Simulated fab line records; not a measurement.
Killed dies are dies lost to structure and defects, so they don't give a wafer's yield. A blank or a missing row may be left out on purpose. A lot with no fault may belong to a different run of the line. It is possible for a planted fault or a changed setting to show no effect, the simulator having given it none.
Matching of chambers + flow n5_finfet + N5_FIN_CUT_DESCUM_13 on rie_diel-02 has 4 sister chambers
The step chemistry O2, time 7 s. 4 wafers are shown with their chamber, then 11 later ones without.

== WAFERS, EACH WITH ITS CHAMBER ==
| wafer  | chamber | showerhead_plenum_p_Torr (Torr) |
|--------|---------|---------------------------------|
| L080.2 | 3       | 2.18                            |
| L082.3 | 0       | 1.97                            |
| L082.5 | 1       | 2.14                            |
| L085.3 | 2       | 2.11                            |

== WAFERS WITH NO CHAMBER GIVEN ==
| wafer  | showerhead_plenum_p_Torr (Torr) |
|--------|---------------------------------|
| L085.5 | 2.18                            |
| L085.6 | 1.97                            |
| L088.1 | 2.11                            |
| L088.4 | 1.97                            |
| L088.5 | 1.97                            |
| L090.1 | 1.97                            |
| L090.3 | 2.13                            |
| L090.5 | 2.18                            |
| L094.1 | 2.13                            |
| L094.5 | 1.97                            |
| L094.6 | 2.17                            |

== WHICH CHAMBER EACH ONE RAN IN ==
| wafer  | from the rows above     | in truth |
|--------|-------------------------|----------|
| L085.5 | 3                       | 3        |
| L085.6 | 0                       | 0        |
| L088.1 | 2                       | 2        |
| L088.4 | 0                       | 0        |
| L088.5 | 0                       | 0        |
| L090.1 | 0                       | 0        |
| L090.3 | can't be placed: 1 or 2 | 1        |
| L090.5 | 3                       | 3        |
| L094.1 | can't be placed: 1 or 2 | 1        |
| L094.5 | 0                       | 0        |
| L094.6 | 3                       | 3        |
Placed correctly: 9 of 11. Unplaceable from these rows: 2, with the true chamber sitting among the candidates in 2. Wrongly placed: 0.
How it was worked out, from the rows above alone: a wafer's distance from a chamber is the root of the sum, over the readings, of the square of ((its reading less the chamber's mean) divided by the reading's scatter). The wafer belongs to the nearest chamber; if the next one is less than 2 further off, it can't be placed. For every chamber, the mean is computed from those of its wafers that are shown. The scatter: with one shown wafer a chamber, the root of the mean of the squares of how far each hidden wafer lies from its nearest shown one.
